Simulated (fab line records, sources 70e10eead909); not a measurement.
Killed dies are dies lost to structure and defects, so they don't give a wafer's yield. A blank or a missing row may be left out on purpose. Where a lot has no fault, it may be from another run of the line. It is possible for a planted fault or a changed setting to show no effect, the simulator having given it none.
Which tool is to blame? :: flow nand harc :: 24 lots (72 wafers sampled), 1 step of a 1159-step route

== WHAT THE GAUGES SHOWED, per wafer ==
NHARC_A_CONTACT_INSPECT_44.
lot: L074
measured: day 16 06:01
on: defect inspect-02
raw defect count: 26 21 19

lot: L075
measured: day 16 11:32
on: defect inspect-02
raw defect count: 18 30 21

lot: L077
measured: day 16 16:19
on: defect inspect-01
raw defect count: 21 19 15

lot: L076
measured: day 16 16:54
on: defect inspect-02
raw defect count: 21 21 26

lot: L078
measured: day 17 18:10
on: defect inspect-01
raw defect count: 28 21 34

lot: L079
measured: day 17 22:17
on: defect inspect-02
raw defect count: 6 9 11

lot: L080
measured: day 18 05:53
on: defect inspect-02
raw defect count: 29 21 22

lot: L082
measured: day 18 08:27
on: defect inspect-01
raw defect count: 34 37 45

lot: L081
measured: day 18 11:30
on: defect inspect-01
raw defect count: 9 13 7

lot: L083
measured: day 19 01:12
on: defect inspect-01
raw defect count: 38 46 37

lot: L084
measured: day 19 07:03
on: defect inspect-01
raw defect count: 17 8 16

lot: L087
measured: day 19 08:53
on: defect inspect-01
raw defect count: 11 11 11

lot: L085
measured: day 19 16:39
on: defect inspect-01
raw defect count: 34 44 48

lot: L086
measured: day 19 20:49
on: defect inspect-02
raw defect count: 23 23 29

lot: L088
measured: day 19 22:50
on: defect inspect-02
raw defect count: 10 10 11

lot: L089
measured: day 19 23:04
on: defect inspect-01
raw defect count: 51 50 45

lot: L091
measured: day 20 09:11
on: defect inspect-01
raw defect count: 33 23 37

lot: L090
measured: day 20 10:12
on: defect inspect-01
raw defect count: 19 25 30

lot: L092
measured: day 21 01:04
on: defect inspect-01
raw defect count: 30 47 36

lot: L094
measured: day 21 12:45
on: defect inspect-01
raw defect count: 71 48 66

lot: L096
measured: day 21 16:46
on: defect inspect-01
raw defect count: 13 13 5

lot: L095
measured: day 21 19:48
on: defect inspect-02
raw defect count: 15 13 11

lot: L093
measured: day 21 20:50
on: defect inspect-02
raw defect count: 62 63 51

lot: L097
measured: day 22 11:09
on: defect inspect-01
raw defect count: 32 50 38

== TOOL THAT RAN EACH LOT (tool first, then ch and the chambers of the sampled wafers, then the start) ==
There is no process step in the record ahead of these readings.

== WHAT THE TOOLS THEMSELVES READ (means of the sampled wafers that have a number; where no wafer has one, the mark that the record gives instead) ==
The record holds no such reading with a usual standard deviation.

== THE ANSWER, worked out from the rows above alone ==
Rule: the lots themselves supply what counts as usual. Put in order of their means at a reading, lots are off if they are a third of the lots or fewer, leave a main group of 4 or more, and stand apart from it by a gap of 3 or more times the standard deviation of the main group's means; of several such gaps the widest counts. A main group is skipped when, at the precision printed for the reading in the tables above, its means are all equal. Also off: a lot with no number at a reading for which 4 or more lots have one. Any other lot the step has rows for is counted as sound. First the gauges in route order, then the tools' own readings, where a lot's mean is used as printed above. At the first step where some lot is off, the reading lying furthest off is the one used; lots without a number count as furthest.
Nothing can be told from this: no lot is off at any reading shown.

== WHAT THE SIMULATOR PUT IN ==
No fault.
